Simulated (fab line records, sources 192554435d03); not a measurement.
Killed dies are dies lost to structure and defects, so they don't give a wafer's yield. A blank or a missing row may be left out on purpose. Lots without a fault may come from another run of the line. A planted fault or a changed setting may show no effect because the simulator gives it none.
Split-lot experiment | flow n5_finfet | 7 lots, 21 wafers read, on a route of 1938 steps

THE SPLIT
At N5_BEOL_M6_EXPOSE_25 (exposes mask V5, target cd 40 nm), the setting dose_mj was moved away from the recipe's 45 on 10 of the 21 wafers read, by +2.2% to +7.0%. The other wafers ran this setting at the recipe's value.

FROM THE SPLIT TO THE READING: what the file shows between them, 2 steps
- N5_BEOL_M6_PEB_26: peb time 60 s
- N5_BEOL_M6_DEVELOP_27: develop time 30 s

THE READING
cd_nm, in nm, at N5_BEOL_M6_CD_MEAS_28 (target cd 40 nm). Fault-free wafers of this fab line usually give 40.00 nm, standard deviation 0.25 nm.

wafer  | tool, chamber at the split | dose_mj as run | against the recipe | cd_nm, nm | against lot-mates on the recipe
L074.1 | euv_scanner-01, 0          | 45.97          | +2.2%              | 40.62     | no lot-mate on the recipe
L074.4 | euv_scanner-01, 0          | 45.97          | +2.2%              | 40.67     | no lot-mate on the recipe
L074.6 | euv_scanner-01, 0          | 45.97          | +2.2%              | 40.50     | no lot-mate on the recipe
L078.1 | euv_scanner-02, 0          | 45             | recipe             | 40.22     | -
L078.2 | euv_scanner-02, 0          | 45             | recipe             | 40.39     | -
L078.6 | euv_scanner-02, 0          | 45             | recipe             | 39.92     | -
L079.1 | euv_scanner-02, 0          | 46.26          | +2.8%              | 40.47     | +0.42
L079.2 | euv_scanner-02, 0          | 45             | recipe             | 40.26     | -
L079.6 | euv_scanner-02, 0          | 45             | recipe             | 39.84     | -
L085.1 | euv_scanner-01, 0          | 48.16          | +7.0%              | 41.52     | +1.30
L085.3 | euv_scanner-01, 0          | 48.16          | +7.0%              | 41.63     | +1.41
L085.5 | euv_scanner-01, 0          | 45             | recipe             | 40.22     | -
L094.4 | euv_scanner-01, 0          | 45             | recipe             | 40.07     | -
L094.5 | euv_scanner-01, 0          | 45             | recipe             | 39.88     | -
L094.6 | euv_scanner-01, 0          | 48.11          | +6.9%              | 41.74     | +1.77
L093.1 | euv_scanner-01, 0          | 47.42          | +5.4%              | 41.09     | +0.85
L093.4 | euv_scanner-01, 0          | 47.42          | +5.4%              | 41.32     | +1.08
L093.6 | euv_scanner-01, 0          | 45             | recipe             | 40.24     | -
L095.1 | euv_scanner-01, 0          | 46.2           | +2.7%              | 40.23     | +0.57
L095.2 | euv_scanner-01, 0          | 45             | recipe             | 39.71     | -
L095.6 | euv_scanner-01, 0          | 45             | recipe             | 39.61     | -

THE FIT
A straight line over all 21 wafers: cd_nm changes by +0.223 nm for each +1% of dose_mj; r = +0.94; the points scatter about the line by 0.22 nm.
The same after taking each lot's own level away (the mean of its wafers on the recipe; 18 wafers): +0.204 nm for each +1%; r = +0.96; scatter 0.17 nm.
On that fit, the largest move of dose_mj shifts the reading by 1.4 nm.
The lots' own levels span 39.660 to 40.240 nm, that is 2.3 times the standard deviation above.
So the lot-to-lot level changes the slope little: the two slopes agree.
Check: with one of the wafers moved furthest among these (+7.0%) left out of the fit, the line predicts +1.46 nm for it against its lot-mates. It came out at +1.3 nm against them.

OTHER SPLITS ON THESE WAFERS
These wafers also went through other splits before the reading. Each is held against what the fit with the lots' levels taken away leaves over:
other split on the same wafers | wafers away from the commonest value | r with cd_nm (lot level and that fit taken away)
N5_BEOL_M1_ILD_DEP_00 time_s   | 10                                   | +0.10
N5_BEOL_M1_PECVD_72 time_s     | 8                                    | +0.08
N5_BEOL_M1_COAT_22 spin_rpm    | 9                                    | +0.07
N5_BEOL_M1_EXPOSE_25 dose_mj   | 9                                    | -0.03
N5_BEOL_M4_DEP_57 time_s       | 6                                    | -0.01

THE WHOLE CHAIN: every reading that the file lists as answering this split, in the file's order
step                  | what it does                                                        | reading                                                        | change (the file's fit)               | r (the file's)
N5_BEOL_M6_CD_MEAS_28 | target cd 40 nm                                                     | cd_nm                                                          | +0.21 nm for each +1% of the setting  | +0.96
N5_BEOL_M6_DESCUM_33  | chemistry O2, time 7 s                                              | BEOL_M6.cd_nm (the simulator's own value, which no gauge read) | +0.226 nm for each +1% of the setting | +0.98
N5_BEOL_M6_ETCH_72    | etches underlayer in N2/H2, target depth 6.5 nm, time 5.2 s         | BEOL_M6.cd_nm (the simulator's own value, which no gauge read) | +0.207 nm for each +1% of the setting | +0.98
N5_BEOL_M6_ETCH_66    | etches SOC in N2/H2, target depth 80 nm, overetch 16 nm, time 120 s | BEOL_M6.cd_nm (the simulator's own value, which no gauge read) | +0.222 nm for each +1% of the setting | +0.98

THE FILE'S OWN FIT
cd_nm changes by +0.21 nm for each +1% of dose_mj, r = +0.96.
